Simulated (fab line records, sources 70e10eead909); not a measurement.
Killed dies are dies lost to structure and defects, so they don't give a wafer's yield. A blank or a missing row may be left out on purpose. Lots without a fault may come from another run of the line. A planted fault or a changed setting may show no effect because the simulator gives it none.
Which tool did it? | flow nand_harc | 24 lots, 72 wafers sampled, at 5 steps of a route of 1159

WHAT THE GAUGES READ, wafer by wafer
NHARC_A_CONTACT_INSPECT_71. Usual: raw_defect_count 27, standard deviation 14.
lot  | measured     | on                | raw_defect_count | flag
L074 | day 17 00:37 | defect_inspect-01 | 25 23 17         |
L078 | day 17 01:20 | defect_inspect-01 | 29 40 35         |
L075 | day 17 04:35 | defect_inspect-02 | 15 9 4           |
L076 | day 17 11:14 | defect_inspect-02 | 19 17 23         |
L077 | day 17 19:41 | defect_inspect-01 | 8 10 9           |
L079 | day 18 00:48 | defect_inspect-01 | 38 37 26         |
L081 | day 18 08:37 | defect_inspect-02 | 16 12 12         |
L080 | day 18 14:14 | defect_inspect-02 | 25 27 25         |
L082 | day 19 01:19 | defect_inspect-02 | 14 20 15         |
L084 | day 19 03:47 | defect_inspect-02 | 14 15 18         |
L083 | day 19 04:17 | defect_inspect-02 | 40 35 37         |
L088 | day 20 08:17 | defect_inspect-02 | 28 33 33         |
L086 | day 20 08:58 | defect_inspect-02 | 9 14 13          |
L087 | day 20 14:35 | defect_inspect-02 | 37 40 36         |
L085 | day 20 22:38 | defect_inspect-02 | 26 27 27         |
L090 | day 21 01:50 | defect_inspect-02 | 53 52 51         |
L093 | day 21 05:27 | defect_inspect-02 | 24 16 14         |
L091 | day 21 14:33 | defect_inspect-02 | 8 12 9           |
L095 | day 21 16:01 | defect_inspect-01 | 41 30 25         |
L092 | day 21 21:49 | defect_inspect-02 | 48 56 48         |
L089 | day 21 23:11 | defect_inspect-02 | 25 35 30         |
L094 | day 22 02:49 | defect_inspect-01 | 58 49 53         |
L097 | day 22 07:23 | defect_inspect-02 | 20 16 20         |
L096 | day 22 09:07 | defect_inspect-01 | 42 49 31         |

WHICH TOOL RAN EACH LOT (tool, then ch and the chambers of the sampled wafers, then the start)
lot  | NHARC_A_CONTACT_ETCH_114             | NHARC_A_CONTACT_ETCH_116             | NHARC_A_CONTACT_ETCH_121             | NHARC_A_CONTACT_ETCH_122
L074 | har_cap_etch-03 ch 0,1, day 16 17:18 | har_cap_etch-03 ch 0,1, day 16 17:29 | har_cap_etch-03 ch 0,1, day 16 17:56 | har_cap_etch-03 ch 0,1, day 16 18:01
L078 | har_cap_etch-01 ch 0,1, day 16 19:19 | har_cap_etch-01 ch 0,1, day 16 19:29 | har_cap_etch-01 ch 0,1, day 16 19:56 | har_cap_etch-01 ch 0,1, day 16 20:02
L075 | har_cap_etch-02 ch 0,1, day 16 23:29 | har_cap_etch-02 ch 0,1, day 16 23:40 | har_cap_etch-02 ch 0,1, day 17 00:07 | har_cap_etch-02 ch 0,1, day 17 00:12
L076 | har_cap_etch-01 ch 0,1, day 17 06:04 | har_cap_etch-01 ch 0,1, day 17 06:15 | har_cap_etch-01 ch 0,1, day 17 06:42 | har_cap_etch-01 ch 0,1, day 17 06:48
L077 | har_cap_etch-01 ch 0,1, day 17 14:20 | har_cap_etch-01 ch 0,1, day 17 14:31 | har_cap_etch-01 ch 0,1, day 17 14:58 | har_cap_etch-01 ch 0,1, day 17 15:04
L079 | har_cap_etch-03 ch 0,1, day 17 19:44 | har_cap_etch-03 ch 0,1, day 17 19:55 | har_cap_etch-03 ch 0,1, day 17 20:23 | har_cap_etch-03 ch 0,1, day 17 20:28
L081 | har_cap_etch-02 ch 0,1, day 18 01:14 | har_cap_etch-02 ch 0,1, day 18 01:25 | har_cap_etch-02 ch 0,1, day 18 01:52 | har_cap_etch-02 ch 0,1, day 18 01:58
L080 | har_cap_etch-02 ch 0,1, day 18 08:07 | har_cap_etch-02 ch 0,1, day 18 08:18 | har_cap_etch-02 ch 0,1, day 18 08:45 | har_cap_etch-02 ch 0,1, day 18 08:50
L082 | har_cap_etch-03 ch 0,1, day 18 15:52 | har_cap_etch-03 ch 0,1, day 18 16:03 | har_cap_etch-03 ch 0,1, day 18 16:30 | har_cap_etch-03 ch 0,1, day 18 16:35
L084 | har_cap_etch-03 ch 0,1, day 18 21:46 | har_cap_etch-03 ch 0,1, day 18 21:56 | har_cap_etch-03 ch 0,1, day 18 22:24 | har_cap_etch-03 ch 0,1, day 18 22:29
L083 | har_cap_etch-02 ch 0,1, day 18 22:07 | har_cap_etch-02 ch 0,1, day 18 22:18 | har_cap_etch-02 ch 0,1, day 18 22:46 | har_cap_etch-02 ch 0,1, day 18 22:51
L088 | har_cap_etch-03 ch 0,1, day 20 03:04 | har_cap_etch-03 ch 0,1, day 20 03:15 | har_cap_etch-03 ch 0,1, day 20 03:43 | har_cap_etch-03 ch 0,1, day 20 03:48
L086 | har_cap_etch-02 ch 0,1, day 20 03:53 | har_cap_etch-02 ch 0,1, day 20 04:04 | har_cap_etch-02 ch 0,1, day 20 04:31 | har_cap_etch-02 ch 0,1, day 20 04:37
L087 | har_cap_etch-01 ch 0,1, day 20 07:47 | har_cap_etch-01 ch 0,1, day 20 07:58 | har_cap_etch-01 ch 0,1, day 20 08:25 | har_cap_etch-01 ch 0,1, day 20 08:31
L085 | har_cap_etch-01 ch 0,1, day 20 16:24 | har_cap_etch-01 ch 0,1, day 20 16:35 | har_cap_etch-01 ch 0,1, day 20 17:02 | har_cap_etch-01 ch 0,1, day 20 17:08
L090 | har_cap_etch-02 ch 0,1, day 20 18:11 | har_cap_etch-02 ch 0,1, day 20 18:22 | har_cap_etch-02 ch 0,1, day 20 18:50 | har_cap_etch-02 ch 0,1, day 20 18:55
L093 | har_cap_etch-01 ch 0,1, day 20 20:02 | har_cap_etch-01 ch 0,1, day 20 20:14 | har_cap_etch-01 ch 0,1, day 20 20:41 | har_cap_etch-01 ch 0,1, day 20 20:47
L091 | har_cap_etch-02 ch 0,1, day 21 04:39 | har_cap_etch-02 ch 0,1, day 21 04:50 | har_cap_etch-02 ch 0,1, day 21 05:17 | har_cap_etch-02 ch 0,1, day 21 05:23
L095 | har_cap_etch-03 ch 0,1, day 21 06:40 | har_cap_etch-03 ch 0,1, day 21 06:51 | har_cap_etch-03 ch 0,1, day 21 07:19 | har_cap_etch-03 ch 0,1, day 21 07:24
L092 | har_cap_etch-03 ch 0,1, day 21 12:35 | har_cap_etch-03 ch 0,1, day 21 12:46 | har_cap_etch-03 ch 0,1, day 21 13:13 | har_cap_etch-03 ch 0,1, day 21 13:19
L089 | har_cap_etch-01 ch 0,1, day 21 12:46 | har_cap_etch-01 ch 0,1, day 21 12:56 | har_cap_etch-01 ch 0,1, day 21 13:24 | har_cap_etch-01 ch 0,1, day 21 13:29
L094 | har_cap_etch-02 ch 0,1, day 21 17:52 | har_cap_etch-02 ch 0,1, day 21 18:03 | har_cap_etch-02 ch 0,1, day 21 18:31 | har_cap_etch-02 ch 0,1, day 21 18:36
L097 | har_cap_etch-01 ch 0,1, day 21 23:12 | har_cap_etch-01 ch 0,1, day 21 23:23 | har_cap_etch-01 ch 0,1, day 21 23:50 | har_cap_etch-01 ch 0,1, day 21 23:56
L096 | har_cap_etch-03 ch 0,1, day 22 02:57 | har_cap_etch-03 ch 0,1, day 22 03:08 | har_cap_etch-03 ch 0,1, day 22 03:35 | har_cap_etch-03 ch 0,1, day 22 03:41
- NHARC_A_CONTACT_ETCH_114: etches the open film in C4F8/O2/Ar, time 94 s, target depth 922 nm.
- NHARC_A_CONTACT_ETCH_116: etches the open film in C4F8/O2/Ar, time 94 s, target depth 922 nm.
- NHARC_A_CONTACT_ETCH_121: etches the open film in C4F8/O2/Ar, time 94 s, target depth 922 nm.
- NHARC_A_CONTACT_ETCH_122: etches the open film in C4F8/O2/Ar, time 95 s, target depth 930 nm.

WHAT THE TOOLS THEMSELVES READ (means of the sampled wafers that have a number; where no wafer has one, the mark that the record gives instead)
The record holds no such reading with a usual standard deviation.

THE ANSWER, worked out from the rows above alone
Rule: a lot is off if the mean of its wafers that have a number lies more than 3 standard deviations from the usual mean. A lot without any number at a reading at which 4 lots or more have one is off too. The other lots that the step has rows for count as sound. The gauges are gone through in route order, then the tools' own readings, and for those a lot's mean is taken as printed above. The first step at which some lot is off is used, and at that step the reading that is off furthest; a lot without a number counts as furthest.
No lot is off at any reading shown: from this, nothing can be told.

WHAT THE SIMULATOR HAD PUT IN
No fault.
